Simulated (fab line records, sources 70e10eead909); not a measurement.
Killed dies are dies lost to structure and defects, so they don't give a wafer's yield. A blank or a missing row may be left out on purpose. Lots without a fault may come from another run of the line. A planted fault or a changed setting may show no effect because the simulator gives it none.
Chamber matching | flow nand_harc | NHARC_A_STAIRCASE_DEP_322 on pecvd-03: 3 sister chambers
The step deposits SiO2, target thk 3800 nm. 16 wafers are shown with their chamber, then 8 later ones without.

WAFERS WITH THEIR CHAMBER
wafer  | chamber | heater_power_w (W)
L074.1 | 2       | 571
L074.4 | 2       | 563
L074.5 | 0       | 515
L084.1 | 1       | 637
L084.2 | 0       | 605
L084.4 | 1       | 537
L087.4 | 2       | 569
L087.5 | 1       | 537
L087.6 | 0       | 498
L088.3 | 0       | 500
L088.4 | 0       | 500
L088.6 | 2       | 574
L090.1 | 2       | 653
L090.2 | 1       | 613
L090.3 | 0       | 596
L094.1 | 0       | 555

SIGNATURES (means of the wafers above)
reading        | chamber 0 | chamber 1 | chamber 2 | scatter within a chamber
heater_power_w | 538.43    | 581.00    | 586.00    | 45.5
Rule: a wafer's distance from a chamber is the root of the sum, over the readings, of the square of ((its reading less the chamber's mean) divided by the reading's scatter). The wafer belongs to the nearest chamber; if the next one is less than 2 further off, it can't be placed. The scatter: the root of (the sum of the squares of (reading less its chamber's mean) over the shown wafers, divided by (wafers less chambers)).

WAFERS WITHOUT THEIR CHAMBER
wafer  | heater_power_w (W)
L094.2 | 630
L094.5 | 504
L096.1 | 658
L096.3 | 600
L096.5 | 544
L097.1 | 602
L097.2 | 659
L097.3 | 702

WHICH CHAMBER EACH WENT THROUGH
wafer  | from the rows above          | in truth
L094.2 | can't be placed: 2 or 1 or 0 | 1
L094.5 | can't be placed: 0 or 1 or 2 | 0
L096.1 | can't be placed: 2 or 1 or 0 | 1
L096.3 | can't be placed: 2 or 1 or 0 | 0
L096.5 | can't be placed: 0 or 1 or 2 | 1
L097.1 | can't be placed: 2 or 1 or 0 | 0
L097.2 | can't be placed: 2 or 1 or 0 | 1
L097.3 | can't be placed: 2 or 1 or 0 | 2
Placed correctly: 0 of 8. Can't be placed from these rows: 8 (the true chamber is among the candidates in 8). Placed wrongly: 0.
